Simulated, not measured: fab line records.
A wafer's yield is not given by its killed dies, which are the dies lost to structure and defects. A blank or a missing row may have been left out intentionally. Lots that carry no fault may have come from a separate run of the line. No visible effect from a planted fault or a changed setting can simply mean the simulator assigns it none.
What tool caused it? ; flow nand-harc ; 14 lots with 42 wafers sampled at 4 steps, on a route of 1159 steps

WHAT THE GAUGES SHOWED, per wafer
Not one reading of a measure or inspect step in the record can be checked against a usual standard deviation.

EACH LOT AND THE TOOL THAT RAN IT (in order: tool; ch and the chambers of the sampled wafers; start)
lot;NHARC_A_BONDPAD_PRE_CLEAN_26;NHARC_THIN_TSV_EXPOSE_09;NHARC_THIN_TSV_DESCUM_14;NHARC_THIN_TSV_STRIP_45
L973;pvd-sputter-02, day 19 15:31 or earlier;krf-scanner-03 ch 0, day 19 15:31;rie-diel-13 ch 1,2, day 19 15:49;plasma-asher-01 ch 0,1, day 19 16:51
L972;pvd-sputter-01, day 19 17:59 or earlier;krf-scanner-04 ch 0, day 19 17:59;rie-diel-13 ch 0,1, day 19 18:18;plasma-asher-02 ch 0,1, day 19 19:19
L976;pvd-sputter-02, day 19 19:34 or earlier;krf-scanner-04 ch 0, day 19 19:34;rie-diel-09 ch 0,1,3, day 19 19:53;plasma-asher-02 ch 0,1, day 19 20:45
L977;pvd-sputter-02, day 20 00:07 or earlier;krf-scanner-03 ch 0, day 20 00:07;rie-diel-05 ch 0,2,3, day 20 00:26;plasma-asher-02 ch 0,1, day 20 01:32
L978;pvd-sputter-03, day 20 04:41 or earlier;krf-scanner-03 ch 0, day 20 04:41;rie-diel-05 ch 1,3, day 20 05:01;plasma-asher-02 ch 0,1, day 20 05:53
L981;pvd-sputter-03, day 20 12:58 or earlier;krf-scanner-04 ch 0, day 20 12:58;rie-diel-13 ch 0,1, day 20 13:17;plasma-asher-02 ch 0,1, day 20 14:23
L979;pvd-sputter-02, day 20 11:57 or earlier;krf-scanner-04 ch 0, day 20 11:57;rie-diel-09 ch 1,3, day 20 12:17;plasma-asher-02 ch 0,1, day 20 13:22
L982;pvd-sputter-03, day 21 06:19 or earlier;krf-scanner-01 ch 0, day 21 06:19;rie-diel-09 ch 1,3, day 21 06:37;plasma-asher-02 ch 0,1, day 21 07:40
L985;pvd-sputter-03, day 21 14:34 or earlier;krf-scanner-01 ch 0, day 21 14:34;rie-diel-13 ch 1,2,3, day 21 14:53;plasma-asher-01 ch 0,1, day 21 15:46
L984;pvd-sputter-01, day 21 15:46 or earlier;krf-scanner-01 ch 0, day 21 15:46;rie-diel-09 ch 0,1,3, day 21 16:05;plasma-asher-02 ch 0,1, day 21 17:00
L986;pvd-sputter-03, day 22 02:30 or earlier;krf-scanner-01, day 22 02:30;rie-diel-09 ch 0,1,3, day 22 02:50;plasma-asher-01 ch 0,1, day 22 03:44
L988;pvd-sputter-02, day 22 11:59 or earlier;krf-scanner-04, day 22 11:59;rie-diel-13 ch 0,1,2, day 22 12:18;plasma-asher-01 ch 0,1, day 22 13:10
L987;pvd-sputter-01, day 22 21:02 or earlier;krf-scanner-01 ch 0, day 22 21:02;rie-diel-13 ch 0,1, day 22 21:21;plasma-asher-02 ch 0,1, day 22 22:17
L994;pvd-sputter-01, day 24 00:49 or earlier;krf-scanner-01 ch 0, day 24 00:49;rie-diel-09 ch 0,1,2, day 24 01:08;plasma-asher-02 ch 0,1, day 24 02:01
- NHARC_A_BONDPAD_PRE_CLEAN_26: time 30 s.
- NHARC_THIN_TSV_EXPOSE_09: exposes mask TSV.
- NHARC_THIN_TSV_DESCUM_14: chemistry O2, time 3 s.
- NHARC_THIN_TSV_STRIP_45: strips in O2.

AS READ BY THE TOOLS THEMSELVES (means over the sampled wafers that have a number; for cases with no such wafer, the mark the record gives instead)
NHARC_A_BONDPAD_PRE_CLEAN_26. Usual: heater-power-w 430 W, standard deviation 34.
lot;tool;heater-power-w (W);flag
L973;pvd-sputter-02;435;
L972;pvd-sputter-01;376;
L976;pvd-sputter-02;434;
L977;pvd-sputter-02;434;
L978;pvd-sputter-03;431;
L981;pvd-sputter-03;437;
L979;pvd-sputter-02;438;
L982;pvd-sputter-03;433;
L985;pvd-sputter-03;439;
L984;pvd-sputter-01;371;
L986;pvd-sputter-03;438;
L988;pvd-sputter-02;446;
L987;pvd-sputter-01;390;
L994;pvd-sputter-01;391;

NHARC_THIN_TSV_EXPOSE_09. Usual: exposure-dose-mJ-cm2 30.704, standard deviation 0.029; focus-offset-nm 0.1 nm, standard deviation 0.51.
lot;tool;exposure-dose-mJ-cm2;focus-offset-nm (nm);flag
L973;krf-scanner-03;30.717;0.2;
L972;krf-scanner-04;30.705;0.1;
L976;krf-scanner-04;30.748;-0.1;
L977;krf-scanner-03;30.734;0.5;
L978;krf-scanner-03;30.737;-0.9;
L981;krf-scanner-04;30.697;0.2;
L979;krf-scanner-04;30.686;0.6;
L982;krf-scanner-01;30.751;0.3;
L985;krf-scanner-01;30.687;-0.4;
L984;krf-scanner-01;30.699;0.1;
L986;krf-scanner-01;-;-;OFF
L988;krf-scanner-04;-;-;OFF
L987;krf-scanner-01;30.730;0.3;
L994;krf-scanner-01;30.690;0.2;

NHARC_THIN_TSV_DESCUM_14. Usual: drypump-motor-current-A 5.8 A, standard deviation 0.55; o2-flow-sccm 200.1 sccm, standard deviation 0.63; oes-product-au 0.999 a.u., standard deviation 0.008; rf-vpp-V 57.7 V, standard deviation 0.94; showerhead-plenum-p-Torr 1.92 Torr, standard deviation 0.087; throttle-valve-pct 11.311 %, standard deviation 0.01.
lot;tool;drypump-motor-current-A (A);o2-flow-sccm (sccm);oes-product-au (a.u.);rf-vpp-V (V);showerhead-plenum-p-Torr (Torr);throttle-valve-pct (%);flag
L973;rie-diel-13;5.4;200.5;0.998;57.8;1.98;11.311;
L972;rie-diel-13;5.8;199.3;0.995;57.1;1.90;11.313;
L976;rie-diel-09;5.9;200.2;1.002;57.5;1.95;11.311;
L977;rie-diel-05;6.3;199.4;0.995;57.9;1.89;11.313;
L978;rie-diel-05;5.8;199.9;0.997;56.7;1.92;11.313;
L981;rie-diel-13;5.4;200.8;0.991;58.0;1.95;11.316;
L979;rie-diel-09;5.9;200.8;1.002;58.6;1.89;11.309;
L982;rie-diel-09;6.3;200.2;1.011;58.3;1.95;11.311;
L985;rie-diel-13;5.4;199.3;0.993;58.3;2.00;11.306;
L984;rie-diel-09;5.9;200.3;1.005;57.7;1.95;11.313;
L986;rie-diel-09;5.9;199.7;1.012;57.6;1.95;11.310;
L988;rie-diel-13;5.6;200.6;0.994;57.4;1.94;11.310;
L987;rie-diel-13;5.4;200.8;0.992;58.0;1.95;11.307;
L994;rie-diel-09;5.3;199.9;1.001;56.8;1.88;11.301;

NHARC_THIN_TSV_STRIP_45. Usual: drypump-motor-current-A 6.0 A, standard deviation 0.4; heater-power-w 319 W, standard deviation 12.
lot;tool;drypump-motor-current-A (A);heater-power-w (W);flag
L973;plasma-asher-01;6.0;324;
L972;plasma-asher-02;6.2;317;
L976;plasma-asher-02;6.2;325;
L977;plasma-asher-02;6.2;320;
L978;plasma-asher-02;5.9;314;
L981;plasma-asher-02;6.2;317;
L979;plasma-asher-02;6.2;319;
L982;plasma-asher-02;5.9;314;
L985;plasma-asher-01;5.7;325;
L984;plasma-asher-02;5.9;314;
L986;plasma-asher-01;5.7;329;
L988;plasma-asher-01;6.0;333;
L987;plasma-asher-02;6.2;322;
L994;plasma-asher-02;6.2;306;

THE ANSWER, worked out from the rows above alone
Rule: lot off if the mean of its wafers having a number is beyond 3 standard deviations from the usual mean. A lot without any number at a reading at which 4 lots or more have one is off too. The other lots that the step has rows for count as sound. The gauges are gone through in route order, then the tools' own readings, and for those a lot's mean is taken as printed above. At the first step where some lot is off, the reading lying furthest off is the one used; lots without a number count as furthest.
Off, at NHARC_THIN_TSV_EXPOSE_09 on exposure-dose-mJ-cm2: L986, L988. Without a number there: L986, L988.
A tool fits if, at that step or a process step before it, it ran every lot that is off, and no sound lot after the first of them. NHARC_A_BONDPAD_PRE_CLEAN_26 gives no start for some lots, so the hours and the order of its lots are those of NHARC_THIN_TSV_EXPOSE_09. Not one of the candidates tried fits.

WHAT WAS PUT IN BY THE SIMULATOR
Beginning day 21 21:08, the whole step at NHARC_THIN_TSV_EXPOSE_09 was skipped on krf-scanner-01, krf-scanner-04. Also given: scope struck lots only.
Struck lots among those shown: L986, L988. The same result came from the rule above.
